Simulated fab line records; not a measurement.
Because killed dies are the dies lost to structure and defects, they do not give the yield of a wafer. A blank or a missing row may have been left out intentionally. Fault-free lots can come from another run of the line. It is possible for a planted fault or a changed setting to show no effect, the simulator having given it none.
Matching of chambers    flow nand harc    NHARC_A_BLC_STRIP_29 on rie diel-07: 4 sister chambers
The step strips in CF4. 30 wafers are shown with their chamber, then 12 later ones without.

== WAFERS PAIRED WITH THEIR CHAMBERS ==
wafer   chamber  showerhead plenum p Torr (Torr)  oes product au (a.u.)  rf vpp V (V)
L074.1  0        1.68                             0.992                  58.8
L074.2  1        1.71                             0.995                  60.1
L074.6  3        1.78                             0.983                  59.7
L076.2  3        1.78                             1.001                  59.7
L076.3  2        1.69                             0.978                  60.0
L076.6  0        1.68                             1.003                  59.0
L076.1  0        1.68                             1.002                  57.5
L076.4  1        1.71                             1.010                  58.8
L076.5  3        1.78                             1.006                  57.7
L083.3  3        1.78                             1.005                  60.8
L083.4  1        1.70                             0.991                  60.5
L083.6  3        1.78                             0.999                  58.0
L085.2  2        1.69                             0.995                  57.4
L085.3  1        1.70                             1.001                  59.5
L085.6  0        1.68                             1.007                  59.5
L090.2  2        1.69                             0.964                  59.3
L090.4  1        1.70                             1.006                  59.6
L090.5  2        1.69                             0.962                  58.0
L089.2  1        1.70                             1.016                  60.2
L089.4  3        1.78                             1.003                  60.1
L089.5  0        1.68                             0.996                  57.6
L089.1  0        1.68                             0.981                  57.5
L089.3  2        1.69                             0.969                  58.2
L089.6  3        1.78                             1.008                  59.1
L088.2  0        1.68                             0.999                  57.1
L088.5  1        1.70                             1.027                  60.5
L088.6  2        1.69                             0.968                  59.7
L092.2  2        1.69                             0.958                  61.4
L092.4  1        1.70                             1.023                  59.2
L092.6  0        1.68                             0.987                  60.2

SIGNATURES (means of the wafers above)
reading                   chamber 0  chamber 1  chamber 2  chamber 3  scatter within a chamber
showerhead plenum p Torr  1.6800     1.7025     1.6900     1.7800     0.0024
oes product au            0.99587    1.00862    0.97057    1.00071    0.0108
rf vpp V                  58.400     59.800     59.143     59.300     1.08
Rule: for a wafer and a chamber, the distance is found by dividing, reading by reading, the gap between the wafer's reading and the chamber's mean by the reading's scatter, squaring, summing and taking the root. If the next closest chamber is less than 2 further off than the closest, the wafer can't be placed; otherwise it belongs to the closest. The scatter: the root of (the sum of the squares of (reading less its chamber's mean) over the shown wafers, divided by (wafers less chambers)).

== WAFERS WITH NO CHAMBER GIVEN ==
wafer   showerhead plenum p Torr (Torr)  oes product au (a.u.)  rf vpp V (V)
L095.1  1.78                             1.005                  59.4
L095.2  1.68                             0.987                  61.3
L095.6  1.68                             0.996                  59.4
L094.1  1.70                             1.032                  58.9
L094.2  1.78                             1.002                  61.0
L094.3  1.68                             0.999                  59.7
L096.1  1.68                             1.002                  56.9
L096.4  1.70                             1.021                  60.1
L096.6  1.70                             1.021                  59.5
L096.2  1.69                             0.957                  59.3
L096.3  1.78                             1.005                  58.7
L096.5  1.69                             0.970                  57.6

== CHAMBER TAKEN BY EACH ==
wafer   from the rows above  in truth
L095.1  3                    3
L095.2  0                    0
L095.6  0                    0
L094.1  1                    1
L094.2  3                    3
L094.3  0                    0
L096.1  0                    0
L096.4  1                    1
L096.6  1                    1
L096.2  2                    2
L096.3  3                    3
L096.5  2                    2
Placed correctly: 12 of 12. Number that these rows cannot place: 0. Placed wrongly: 0.
